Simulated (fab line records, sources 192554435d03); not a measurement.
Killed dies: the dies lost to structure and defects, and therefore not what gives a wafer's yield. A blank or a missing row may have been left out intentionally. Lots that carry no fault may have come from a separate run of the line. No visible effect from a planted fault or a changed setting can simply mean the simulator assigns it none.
Split-lot experiment	flow n5-finfet	on a route of 1938 steps: 7 lots, 21 wafers read

## SPLIT DETAILS
At N5_PMOS_HMC_CHANNEL_EPI_PEB_07 (peb time 60 s), the setting peb-time-s was moved away from the recipe's 60 s on 8 of the 21 wafers read, by -19.5% to +20.0%. For the rest of the wafers, this setting stayed at what the recipe calls for.

## SPLIT TO READING: what lies between them in the file, 1 step
- N5_PMOS_HMC_CHANNEL_EPI_DEVELOP_08: develop time 30 s

## THE READING
cd-nm at N5_PMOS_HMC_CHANNEL_EPI_CD_MEAS_09, given in nm (cd target 237.4 nm). A value of 237.4 nm with a standard deviation of 1.3 nm is what fault-free wafers of this fab line usually give.

wafer	tool, chamber at the split	peb-time-s as run, s	against the recipe	cd-nm, nm	against lot-mates on the recipe
L079.1	litho-track-02, 0	60	recipe	235.8	-
L079.3	litho-track-02, 0	60	recipe	235.0	-
L079.5	litho-track-02, 0	60	recipe	235.9	-
L082.1	litho-track-05, 0	71.98	+20.0%	245.7	+8.5
L082.2	litho-track-05, 0	60	recipe	237.8	-
L082.4	litho-track-05, 0	60	recipe	236.6	-
L083.1	litho-track-05, 0	60	recipe	238.4	-
L083.3	litho-track-05, 0	60	recipe	238.9	-
L083.6	litho-track-05, 0	60	recipe	239.2	-
L089.3	litho-track-05, 0	48.31	-19.5%	229.8	-7.9
L089.5	litho-track-05, 0	60	recipe	237.7	-
L089.6	litho-track-05, 0	48.31	-19.5%	226.5	-11.2
L090.2	litho-track-02, 0	52.17	-13.0%	232.1	-5.7
L090.3	litho-track-02, 0	60	recipe	237.8	-
L090.4	litho-track-02, 0	52.17	-13.0%	230.7	-7.1
L094.2	litho-track-04, 0	53.16	-11.4%	229.4	-5.8
L094.3	litho-track-04, 0	60	recipe	235.2	-
L094.5	litho-track-04, 0	53.16	-11.4%	230.3	-4.9
L095.1	litho-track-02, 0	60	recipe	235.1	-
L095.3	litho-track-02, 0	69.8	+16.3%	241.9	+6.2
L095.4	litho-track-02, 0	60	recipe	236.3	-

THE FIT
A straight line over all 21 wafers: cd-nm changes by +0.438 nm for each +1% of peb-time-s; r = +0.94; the points scatter about the line by 1.5 nm.
The same after taking each lot's own level away (the mean of its wafers on the recipe; 21 wafers): +0.455 nm for each +1%; r = +0.99; scatter 0.78 nm.
On that fit, the largest move of peb-time-s shifts the reading by 9.1 nm.
Across the lots, their own levels run from 235.20 to 238.83 nm, a range of 2.8 times the standard deviation given above.
Consequently the slope shifts little with the lot-to-lot level, the two slopes agreeing.
Check: for one of the wafers moved furthest among these (+20.0%), held out of the fit, the line's prediction against its lot-mates is +9.04 nm. It came out at +8.5 nm against them.

## FURTHER SPLITS ON THESE WAFERS
Note: prior to the reading, these wafers also went through further splits. Each is held against what the fit with the lots' levels taken away leaves over:
other split on the same wafers	wafers away from the commonest value	r with cd-nm (lot level and that fit taken away)
N5_PMOS_HMC_CHANNEL_EPI_COAT_03 spin-rpm	7	+0.09

## THE WHOLE CHAIN: every reading that the file lists as answering this split, in the file's order
step	what it does	reading	change (the file's fit)	r (the file's)
N5_PMOS_HMC_CHANNEL_EPI_CD_MEAS_09	target cd 237.4 nm	cd-nm	+0.447 nm for each +1% of the setting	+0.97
N5_PMOS_HMC_CHANNEL_EPI_DESCUM_14	chemistry O2, time 7.9 s	PMOS_HMC_CHANNEL_EPI.cd-nm (the simulator's own value, which no gauge read)	+0.456 nm for each +1% of the setting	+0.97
N5_PMOS_HMC_CHANNEL_EPI_ETCH_32	etches BARC in N2/H2, stops on SiO2, target depth 85.8 nm, time 50.3 s	PMOS_HMC_CHANNEL_EPI.cd-nm (the simulator's own value, which no gauge read)	+0.476 nm for each +1% of the setting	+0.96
N5_PMOS_HMC_CHANNEL_EPI_ETCH_38	etches SiO2 in CF4, target depth 1.5 nm	PMOS_HMC_CHANNEL_EPI.cd-nm (the simulator's own value, which no gauge read)	+0.474 nm for each +1% of the setting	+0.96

## THE FILE'S OWN FIT
cd-nm changes by +0.447 nm for each +1% of peb-time-s, r = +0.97.
